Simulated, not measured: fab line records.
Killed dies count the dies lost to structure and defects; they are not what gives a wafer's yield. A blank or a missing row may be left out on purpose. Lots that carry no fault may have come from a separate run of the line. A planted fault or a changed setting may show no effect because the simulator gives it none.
Chamber matching -- flow n5Finfet -- N5_BEOL_M0_SAQP_STRIP_108 on rieDiel-01 has 4 sister chambers
The step strips in N2/H2. 16 wafers are shown with their chamber, then 8 later ones without.

## WAFERS, EACH WITH ITS CHAMBER
wafer,chamber,drypumpMotorCurrentA (A),showerheadPlenumPTorr (Torr),throttleValvePct (%)
L074.1,0,5.09,3.41,18.8
L074.2,3,5.67,3.26,19.1
L074.3,1,5.64,3.48,19.0
L078.2,3,5.68,3.26,19.1
L078.5,3,5.67,3.26,19.1
L078.6,0,5.08,3.40,18.8
L079.3,3,5.65,3.26,19.1
L079.4,0,5.06,3.40,18.8
L079.6,1,5.62,3.48,19.0
L082.1,0,5.08,3.40,18.8
L082.2,3,5.68,3.26,19.1
L082.6,2,5.68,3.33,19.2
L083.1,1,5.64,3.47,19.0
L083.3,0,5.07,3.40,18.9
L083.5,3,5.67,3.25,19.1
L089.1,0,5.08,3.39,18.9

SIGNATURES (means of the wafers above)
reading,chamber 0,chamber 1,chamber 2,chamber 3,scatter within a chamber
drypumpMotorCurrentA,5.0767,5.6333,5.6800,5.6700,0.0108
showerheadPlenumPTorr,3.4000,3.4767,3.3300,3.2583,0.0054
throttleValvePct,18.833,19.000,19.200,19.100,0.0333
Rule: a wafer lies at a distance from a chamber equal to the root of the sum of squares, over the readings, of (its reading less the chamber's mean, divided by the reading's scatter). The wafer belongs to the nearest chamber; if the next one is less than 2 further off, it can't be placed. The scatter: the root of (the sum of the squares of (reading less its chamber's mean) over the shown wafers, divided by (wafers less chambers)).

## WAFERS WITHOUT THEIR CHAMBER
wafer,drypumpMotorCurrentA (A),showerheadPlenumPTorr (Torr),throttleValvePct (%)
L089.2,5.70,3.33,19.2
L089.5,5.61,3.47,19.1
L092.1,5.71,3.33,19.2
L092.3,5.66,3.25,19.1
L092.5,5.68,3.25,19.1
L093.3,5.07,3.39,18.9
L093.5,5.70,3.32,19.2
L093.6,5.68,3.24,19.1

## WHICH CHAMBER EACH WENT THROUGH
wafer,from the rows above,in truth
L089.2,2,2
L089.5,1,1
L092.1,2,2
L092.3,3,3
L092.5,3,3
L093.3,0,0
L093.5,2,2
L093.6,3,3
Correct placement for 8 of the 8. Not placeable from these rows: 0. Number placed wrongly: 0.
